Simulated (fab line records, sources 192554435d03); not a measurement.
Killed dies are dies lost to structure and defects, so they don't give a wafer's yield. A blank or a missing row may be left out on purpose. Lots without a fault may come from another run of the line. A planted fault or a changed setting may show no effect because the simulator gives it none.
fab line records | flow n5_finfet
record lots=5 wafers=15 last_day=18
route steps=1938 shown BEOL_M12@1627
lots that met no fault: from a run of the same line without faults
start_h: hours from the record's first day to the start of the lot's first wafer shown | wait_h: hours since the lot's step before | " the same as in the row above | L1.1+2: a row that stands for several wafers | - no value, or no start given | * or withheld: withheld | < > ~ a bound
route shown NAME@n: a module of which the file shows steps, and the number in the route of the first | usual: mean/standard deviation of fault-free wafers | same: alike in all rows | chamber/n: place in a boat | sites: the reading at each site | _std_site: their standard deviation | _edge_site: outer sites' mean less inner sites' | radius_mm: how far each site lies from the wafer's centre | mask NAME#n: copy n | behind: the tool/chamber that last shaped the wafer | hold: why the lot was held/for how many hours/how that ended | device: the transistor (n, p or np) that didn't switch | end of line: the same wafers' tests at the end of the route | a step without rows: its recipe alone | killed: dies lost to structure and defects at the first sort, not the wafer's yield | map: a wafer's dies, x killed, . not, _ none there
set.NAME: the setting as run; set.NAME@STEP: as run at that earlier step | model.NAME: the simulator's own value behind a step, which no gauge read
lots at some steps of the route; a table a step, a row a wafer
services: from which hour (start_h, from the record's first day; less than 0 if before it) a tool's chamber was out of use, for how many hours, and why
## steps
# step N5_BEOL_M12_SOFTBAKE_23
# recipe temp_c=130 time_s=60
# step N5_BEOL_M12_EXPOSE_25
# recipe mask_id=M12 na=0.93 source_shape=conventional sigma_outer=0.4 polarization=unpolarized dose_mj=21.8
# step N5_BEOL_M12_PEB_26
# recipe peb_temp_c=130 peb_time_s=90
# step N5_BEOL_M12_DEVELOP_27
# recipe develop_time_s=45 rinse_liquid=diw dry=air_spin dev_temp_c=21
# step N5_BEOL_M12_HARDBAKE_32
# recipe temp_c=130 time_s=120
# step N5_BEOL_M12_CD_MEAS_28
# recipe target_cd_nm=160.2 landing_energy_ev=500 detector=se_inlens polarity=opening
# usual cd_nm=160.5/1.3
# columns lot.wafer tool chamber start_h wait_h cd_nm
L623.2 cd_sem-02 0 261.46 - 161.5
L623.4 " 0 " " 161.0
L623.5 " 0 " " 159.0
L632.2 cd_sem-01 0 307.73 - 157.4
L632.3 " 0 " " 159.5
L632.4 " 0 " " 159.2
L636.2 cd_sem-02 0 335.19 - 160.3
L636.3 " 0 " " 160.2
L636.4 " 0 " " 162.3
L637.2 cd_sem-01 0 344.82 - 160.7
L637.4 " 0 " " 162.6
L637.6 " 0 " " 159.2
L643.1 cd_sem-01 0 384.20 - 161.2
L643.3 " 0 " " 159.7
L643.4 " 0 " " 158.8
# step N5_BEOL_M12_OVL_MEAS_29
# recipe points_per_wafer=44
# usual M12_OVL=-1/6.8
# columns lot.wafer tool chamber start_h wait_h M12_OVL[nm]
L623.2 overlay-01 0 261.48 0.0 -2
L623.4 " 0 " " 8
L623.5 " 0 " " 5
L632.2 overlay-01 0 307.76 0.0 9
L632.3 " 0 " " 8
L632.4 " 0 " " 7
L636.2 overlay-01 0 335.22 0.0 -3
L636.3 " 0 " " -8
L636.4 " 0 " " -6
L637.2 overlay-01 0 344.86 0.0 -12
L637.4 " 0 " " -13
L637.6 " 0 " " -7
L643.1 overlay-02 0 384.23 0.0 3
L643.3 " 0 " " 14
L643.4 " 0 " " -1
# step N5_BEOL_M12_INSPECT_30
# recipe mode=adi inspect_instrument=macro
# usual raw_defect_count=2.0/1.4
# columns lot.wafer tool chamber start_h wait_h raw_defect_count
L623.2 defect_inspect-01 - 261.51 0.0 1
L623.4 " - " " 1
L623.5 " - " " 1
L632.2 defect_inspect-01 - 307.78 0.0 3
L632.3 " - " " 1
L632.4 " - " " 1
L636.2 defect_inspect-01 - 335.24 0.0 0
L636.3 " - " " 0
L636.4 " - " " 3
L637.2 defect_inspect-02 - 344.88 0.0 4
L637.4 " - " " 2
L637.6 " - " " 0
L643.1 defect_inspect-01 - 384.25 0.0 3
L643.3 " - " " 3
L643.4 " - " " 2
# step N5_BEOL_M12_DESCUM_33
# recipe chemistry=O2 time_s=7.9 source_power_w=50 bias_power_w=20 pressure_mtorr=20 rf_frequency_hz=2.712e+07 temp_c=40 o2_flow_sccm=225
# step N5_BEOL_M12_ETCH_67
# recipe chemistry=CF4 target=SiARC target_depth_a=1430 time_s=238.3 ion_energy_ev=80 pressure_mtorr=40 source_w=545 bias_w=36 Ar_flow_sccm=100 cf4_flow_sccm=100 ends=cleared
# usual bias_w=36.01/0.11 drypump_motor_current_A=5.8/0.54 etch_rf_on_time_s=235/6 oes_product_au=0.70/0.074 rf_vpp_V=184.7/1.1 showerhead_plenum_p_Torr=2.18/0.067 throttle_valve_pct=15.51/0.21
# columns lot.wafer tool chamber start_h wait_h bias_w drypump_motor_current_A etch_rf_on_time_s oes_product_au rf_hours_counter_h rf_vpp_V showerhead_plenum_p_Torr throttle_valve_pct
L623.2 rie_diel-06 2 261.62 0.0 35.83 6.3 234 0.83 12 185.6 2.10 15.25
L623.4 " 1 " " 35.88 6.6 242 0.59 232 185.6 2.19 15.69
L623.5 " 2 " " 35.84 6.3 233 0.82 - 182.2 2.10 15.24
L632.2 rie_diel-01 2 308.01 0.0 35.97 5.2 231 0.69 108 185.9 2.25 15.51
L632.3 " 3 " " 35.90 6.6 229 0.75 40 184.8 2.18 15.37
L632.4 " 0 " " 36.03 6.3 244 0.62 168 184.2 2.21 15.56
L636.2 rie_diel-01 1 335.31 0.0 36.27 5.7 231 0.76 41 184.9 2.28 15.27
L636.3 " 3 " " 36.08 6.6 230 0.74 49 185.3 2.18 15.39
L636.4 " 0 " " 35.95 6.4 243 0.61 176 184.9 2.21 15.58
L637.2 rie_diel-06 0 344.95 0.0 36.07 5.7 244 0.79 17 184.2 2.20 15.30
L637.4 " 3 " " 36.36 5.4 244 0.72 54 185.8 2.26 15.48
L637.6 " 1 " " 36.06 6.6 235 0.85 - 182.7 2.18 15.23
L643.1 rie_diel-06 2 384.32 0.0 36.01 6.3 230 0.76 56 183.9 2.09 15.32
L643.3 " 3 " " 35.83 5.4 242 0.71 69 185.3 2.25 15.50
L643.4 " 0 " " 35.88 5.7 242 0.76 32 183.9 2.19 15.29
# step N5_BEOL_M12_ETCH_68
# recipe chemistry=N2/H2 target=SOC mask_material=SiARC source_w=3000 bias_w=350 temp_c=40 time_s=285 ion_energy_ev=200 pressure_mtorr=30 n2_flow_sccm=200 h2_flow_sccm=200
# usual bias_w=350.1/1 drypump_motor_current_A=5.8/0.53 oes_product_au=0.81/0.087 rf_vpp_V=525.3/2.6 showerhead_plenum_p_Torr=2.59/0.08 throttle_valve_pct=17.64/0.27
# columns lot.wafer tool chamber start_h wait_h bias_w drypump_motor_current_A oes_product_au rf_hours_counter_h rf_vpp_V showerhead_plenum_p_Torr throttle_valve_pct
L623.2 rie_diel-06 2 261.77 0.1 350.7 6.3 0.97 12 522.1 2.51 17.56
L623.4 " 1 " " 349.3 6.6 0.70 232 525.0 2.61 17.75
L623.5 " 2 " " 348.8 6.3 0.97 - 521.9 2.51 17.55
L632.2 rie_diel-01 2 308.15 0.1 350.7 5.2 0.79 108 527.7 2.69 17.76
L632.3 " 3 " " 349.1 6.6 0.86 40 525.8 2.59 17.52
L632.4 " 0 " " 349.8 6.3 0.72 168 525.1 2.64 17.62
L636.2 rie_diel-01 1 335.46 0.1 350.8 5.7 0.91 41 529.5 2.68 17.14
L636.3 " 3 " " 349.5 6.6 0.85 49 524.4 2.59 17.54
L636.4 " 0 " " 350.9 6.3 0.72 176 526.3 2.63 17.64
L637.2 rie_diel-06 0 345.10 0.1 349.9 5.7 0.95 17 524.3 2.60 17.45
L637.4 " 3 " " 351.5 5.4 0.86 54 528.3 2.68 17.59
L637.6 " 1 " " 350.0 6.6 0.99 - 525.9 2.60 17.38
L643.1 rie_diel-06 2 384.47 0.1 350.8 6.3 0.88 56 519.8 2.49 17.63
L643.3 " 3 " " 351.5 5.4 0.84 69 528.4 2.67 17.61
L643.4 " 0 " " 349.4 5.8 0.90 32 525.1 2.59 17.47
# step N5_BEOL_M12_STRIP_69
# recipe chemistry=N2/H2 temp_c=40 n2_flow_sccm=200 h2_flow_sccm=200 rf_frequency_hz=6e+07
# step N5_BEOL_M12_TRENCH_ETCH_34
# recipe chemistry=C4F8/O2/Ar target=SiOC target_depth_a=3189.5 mask_material=SOC pressure_mtorr=30 source_w=3000 bias_w=700 Ar_flow_sccm=400 C4F8_flow_sccm=15 O2_flow_sccm=8 he_inner_torr=15 he_outer_torr=30 time_s=125.5 ion_energy_ev=250
# usual bias_w=700.4/2.2 drypump_motor_current_A=5.8/0.54 oes_product_au=0.81/0.087 rf_vpp_V=667.3/2.8 showerhead_plenum_p_Torr=3.49/0.1 throttle_valve_pct=24.10/0.24
# columns lot.wafer tool chamber start_h wait_h bias_w drypump_motor_current_A oes_product_au rf_hours_counter_h rf_vpp_V showerhead_plenum_p_Torr throttle_valve_pct model.etch.depth_nm
L623.2 rie_diel-06 2 261.95 0.0 701.9 6.3 0.96 12 664.2 3.36 23.90 324.3
L623.4 " 1 " " 698.8 6.6 0.70 232 668.5 3.50 24.18 316.7
L623.5 " 2 " " 697.5 6.3 0.96 - 662.4 3.36 23.91 326.5
L632.2 rie_diel-01 2 308.34 0.0 698.2 5.2 0.79 109 668.2 3.58 24.05 321.8
L632.3 " 3 " " 700.9 6.6 0.86 40 667.3 3.46 23.88 324.9
L632.4 " 0 " " 700.3 6.4 0.73 168 668.5 3.54 24.09 316
L636.2 rie_diel-01 1 335.64 0.0 - 5.7 0.90 41 669.8 3.64 23.92 307.8
L636.3 " 3 " " 700.2 6.6 0.85 49 667.1 3.45 23.90 321.7
L636.4 " 0 " " 702.8 6.3 0.72 177 670.0 3.54 24.11 314.1
L637.2 rie_diel-06 0 345.28 0.0 704.9 5.8 0.93 18 667.3 3.50 23.98 319.8
L637.4 " 3 " " 700.9 5.4 0.85 54 670.5 3.59 24.09 317.2
L637.6 " 1 " " 699.3 6.6 1.00 - 667.9 3.49 23.94 324.4
L643.1 rie_diel-06 2 384.65 0.0 699.7 6.3 0.88 56 663.2 3.34 23.95 328.4
L643.3 " 3 " " 699.4 5.4 0.84 69 670.0 3.59 24.12 320
L643.4 " 0 " " 700.4 5.7 0.91 32 666.9 3.49 23.98 319.3
# step N5_BEOL_M12_STRIP_70
# recipe chemistry=C4F8/O2/Ar resist=SiARC rf_frequency_hz=6e+07
# step N5_BEOL_M12_OCD_MEAS_35
# usual trench_depth_nm=319/4.4
# columns lot.wafer tool chamber start_h wait_h trench_depth_nm
L623.2 ocd-02 - 262.11 0.0 325
L623.4 " - " " 316
L623.5 " - " " 327
L632.2 ocd-01 - 308.50 0.0 323
L632.3 " - " " 325
L632.4 " - " " 316
L636.2 ocd-02 - 335.80 0.0 308
L636.3 " - " " 322
L636.4 " - " " 314
L637.2 ocd-02 - 345.43 0.0 320
L637.4 " - " " 318
L637.6 " - " " 324
L643.1 ocd-02 - 384.81 0.0 328
L643.3 " - " " 320
L643.4 " - " " 319
# step N5_BEOL_M12_STRIP_37
# recipe chemistry=N2/H2 power_w=1000 temp_c=250 h2_frac=0.65 overash_fraction=0.3 pressure_mtorr=withheld n2_flow_sccm=1750 h2_flow_sccm=3250
# step N5_BEOL_M12_ETCH_38
# recipe chemistry=CF4/N2 target=SiCN target_depth_a=687 taper_deg=2 time_s=73.4 ion_energy_ev=150 mask_material=SiO2 pressure_mtorr=40 source_w=430 bias_w=70 Ar_flow_sccm=100 cf4_flow_sccm=60 n2_flow_sccm=60
# usual bias_w=70.00/0.2 drypump_motor_current_A=5.9/0.52 oes_product_au=0.83/0.092 rf_vpp_V=383.4/1.8 showerhead_plenum_p_Torr=2.25/0.067 throttle_valve_pct=15.31/0.2
# columns lot.wafer tool chamber start_h wait_h bias_w drypump_motor_current_A oes_product_au rf_hours_counter_h rf_vpp_V showerhead_plenum_p_Torr throttle_valve_pct
L623.2 rie_diel-01 0 262.29 - 69.82 6.4 0.73 150 383.7 2.29 15.36
L623.4 " 3 " " 69.93 6.6 0.91 22 383.8 2.25 15.15
L623.5 " 3 " " 69.98 6.6 0.91 - 383.0 2.25 15.16
L632.2 rie_diel-01 1 311.21 - 70.45 5.7 0.91 34 386.1 2.35 15.05
L632.3 " 3 " " 70.14 6.6 0.88 41 383.0 2.24 15.18
L632.4 " 2 " " 69.91 5.2 0.80 110 384.6 2.32 15.34
L636.2 rie_diel-03 1 338.13 - 70.25 5.4 0.69 241 383.2 2.25 15.59
L636.3 " 2 " " 69.94 5.0 0.77 136 380.4 2.22 15.77
L636.4 " 0 " " 70.26 5.2 0.81 88 382.3 2.22 15.23
L637.2 rie_diel-06 0 347.81 - 70.07 5.7 0.91 18 384.2 2.26 15.12
L637.4 " 2 " " 70.26 6.3 0.91 42 381.5 2.16 15.14
L637.6 " 0 " " 69.95 5.7 0.92 - 384.5 2.26 15.13
L643.1 rie_diel-03 2 386.94 - 69.96 5.0 0.74 153 382.0 2.22 15.80
L643.3 " 3 " " 69.94 5.9 0.74 179 379.1 2.10 15.59
L643.4 " 0 " " 69.82 5.2 0.79 106 383.3 2.21 15.26
# step N5_BEOL_M12_PRECLEAN_39
# recipe chemistry=residue_remover time_s=60 temp_c=40
# step N5_BEOL_M12_SRD_40
# recipe time_s=30 temp_c=23 rinse_liquid=diw dry=n2_spin spin_rpm=1500 dry_time_s=30
# step N5_BEOL_M12_DEGAS_41
# recipe ambient=vacuum temp_c=250 time_s=60
# usual heater_power_w=328/40
# columns lot.wafer tool chamber start_h wait_h heater_power_w
L623.2 pvd_sputter-02 - 263.05 0.6 307
L623.4 " - " " 288
L623.5 " - " " 320
L632.2 pvd_sputter-02 - 311.52 0.1 292
L632.3 " - " " 301
L632.4 " - " " 417
L636.2 pvd_sputter-02 - 338.70 0.4 289
L636.3 " - " " 317
L636.4 " - " " 296
L637.2 pvd_sputter-01 - 348.11 0.1 295
L637.4 " - " " 327
L637.6 " - " " 325
L643.1 pvd_sputter-01 - 387.57 0.5 322
L643.3 " - " " 368
L643.4 " - " " 302
# step N5_BEOL_M12_PRE_CLEAN_42
# recipe gas=H2/He time_s=30 temp_c=250
# step N5_BEOL_M12_SPUTTER_43
# recipe material=TaN target_thk_a=150 temp_c=50 bias_v=168.6 power_w=15000 chamber_pressure_pa=0.12 time_s=24.19
# step N5_BEOL_M12_SPUTTER_44
# recipe material=Ta target_thk_a=100 temp_c=50 bias_v=80 power_w=15000 chamber_pressure_pa=0.07 time_s=16.13
# step N5_BEOL_M12_SPUTTER_45
# recipe material=Cu target_thk_a=800 temp_c=-20 bias_v=60 power_w=26000 chamber_pressure_pa=0.13 time_s=13.33
# usual throttle_valve_pct=30.2/1.2
# columns lot.wafer tool chamber start_h wait_h throttle_valve_pct
L623.2 pvd_sputter-02 - 263.29 0.0 28.7
L623.4 " - " " 30.7
L623.5 " - " " 30.1
L632.2 pvd_sputter-02 - 311.76 0.0 30.9
L632.3 " - " " 29.1
L632.4 " - " " 30.9
L636.2 pvd_sputter-02 - 338.94 0.0 30.7
L636.3 " - " " 30.2
L636.4 " - " " 29.0
L637.2 pvd_sputter-01 - 348.35 0.0 28.4
L637.4 " - " " 32.0
L637.6 " - " " 30.0
L643.1 pvd_sputter-01 - 387.81 0.0 32.0
L643.3 " - " " 31.4
L643.4 " - " " 28.3
# step N5_BEOL_M12_ECD_47
# recipe material=Cu target_thk_a=7200
# step N5_BEOL_M12_ANNEAL_48
# recipe temp_c=225 time_s=90 ambient=N2
# step N5_BEOL_M12_CMP_49
# recipe stop_on=SiOC t_overpolish_s=20.6 down_force_psi=1 platen_rpm=50 clearing_platen_down_force_psi=1.5 clearing_platen_rpm=50 post_cmp_clean=cu_alkaline target_thk_nm=320 clearing_platen_pad_velocity_m_s=0.99484 pad_velocity_m_s=0.99484
# usual barrier_field_endpoint_s=30.3/0.72 motor_current_A=6.0/0.61 overpolish_run_s=20.600/0.0091 platen_rpm=50.00/0.03
# same t_overpolish_s=20.6
# columns lot.wafer tool chamber start_h wait_h barrier_field_endpoint_s motor_current_A overpolish_run_s platen_rpm model.Cu_of_BEOL_M12_ECD_47.thk_nm
L623.4 cmp-03 0 263.89 0.2 30.6 6.5 20.599 49.99 316.2
L623.2 " 1 " " 30.6 5.6 20.602 49.96 326.2
L623.5 " 0 " " 29.9 6.2 20.600 50.03 326.2
L632.2 cmp-04 2 312.32 0.2 31.6 5.4 20.602 50.04 323.4
L632.4 " 0 " " 30.2 6.8 20.602 49.98 315.4
L632.3 " 1 " " 30.6 5.8 20.595 50.04 325.8
L636.2 cmp-03 2 339.50 0.2 32.6 4.8 20.592 49.95 309
L636.3 " 3 " " 30.8 6.1 20.609 50.01 322
L636.4 " 0 " " 31.9 6.1 20.583 50.00 312.8
L637.4 cmp-03 2 348.91 0.1 30.8 4.7 20.595 49.96 319
L637.2 " 3 " " 29.6 5.9 20.599 49.99 321
L637.6 " 2 " " 30.0 4.8 20.589 50.01 326
L643.4 cmp-04 0 388.41 0.2 29.5 6.5 20.596 49.96 319.6
L643.3 " 1 " " 30.7 5.7 20.617 50.01 322
L643.1 " 2 " " 31.3 5.3 20.590 50.04 331.2
# step N5_BEOL_M12_THK_MEAS_50
# recipe thk_meas_gauge=xrf reads=Cu_of_BEOL_M12_ECD_47
# usual M12_THK=311/5.2
# columns lot.wafer tool chamber start_h wait_h M12_THK[nm]
L623.2 film_metro-01 - 264.15 - 317
L623.4 " - " " 306
L623.5 " - " " 316
L632.2 film_metro-02 - 312.61 - 316
L632.3 " - " " 315
L632.4 " - " " 306
L636.2 film_metro-02 - 339.79 - 300
L636.3 " - " " 312
L636.4 " - " " 304
L637.2 film_metro-02 - 349.20 - 316
L637.4 " - " " 313
L637.6 " - " " 319
L643.1 film_metro-02 - 388.67 - 327
L643.3 " - " " 318
L643.4 " - " " 315
## services
# columns tool chamber start_h hours kind
cmp-04 - 242.32 4.0 repair
rie_diel-06 3 251.02 9.4 repair
rie_diel-03 3 259.60 4.2 repair
rie_diel-06 0 263.94 4.2 repair
cmp-03 - 274.80 4.0 pm
cmp-04 - 275.29 2.0 repair
rie_diel-06 - 277.23 4.3 pm
rie_diel-06 0 284.94 - clean
rie_diel-06 0 284.94 - consumable_replace:focus_ring
rie_diel-06 0 284.94 15.1 scheduled_down
rie_diel-06 0 284.94 15.1 vent_cycle
rie_diel-01 0 287.50 1.8 repair
cmp-03 - 298.26 0.7 repair
rie_diel-03 0 303.24 7.5 repair
rie_diel-06 2 309.91 2.8 repair
rie_diel-06 1 313.78 - clean
rie_diel-06 1 313.78 - consumable_replace:focus_ring
rie_diel-06 1 313.78 20.5 scheduled_down
rie_diel-03 1 321.25 4.6 repair
cmp-03 - 343.51 2.6 repair
pvd_sputter-02 - 346.78 6.9 repair
cmp-04 - 353.32 2.8 repair
rie_diel-01 - 373.96 1.1 repair
rie_diel-01 1 378.85 1.3 repair
## key
first_sign none at tools or gauges
model_effect step=N5_BEOL_M12_TRENCH_ETCH_34 value=etch.depth_nm without=321.4 struck=307.8
model_effect step=N5_BEOL_M12_CMP_49 value=Cu_of_BEOL_M12_ECD_47.thk_nm without=322.6 struck=309
met_at N5_BEOL_M12_TRENCH_ETCH_34
struck_wafers L636.2
onset_between 308.34 335.64
fault kind=process_parameter_drift tool=rie_diel-01 chamber=- onset_h=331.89 steps=N5_BEOL_M12_TRENCH_ETCH_34 channel=time_s offset=* shape=step end_h=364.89 scope=struck_wafers_only acts_in=* stated=*
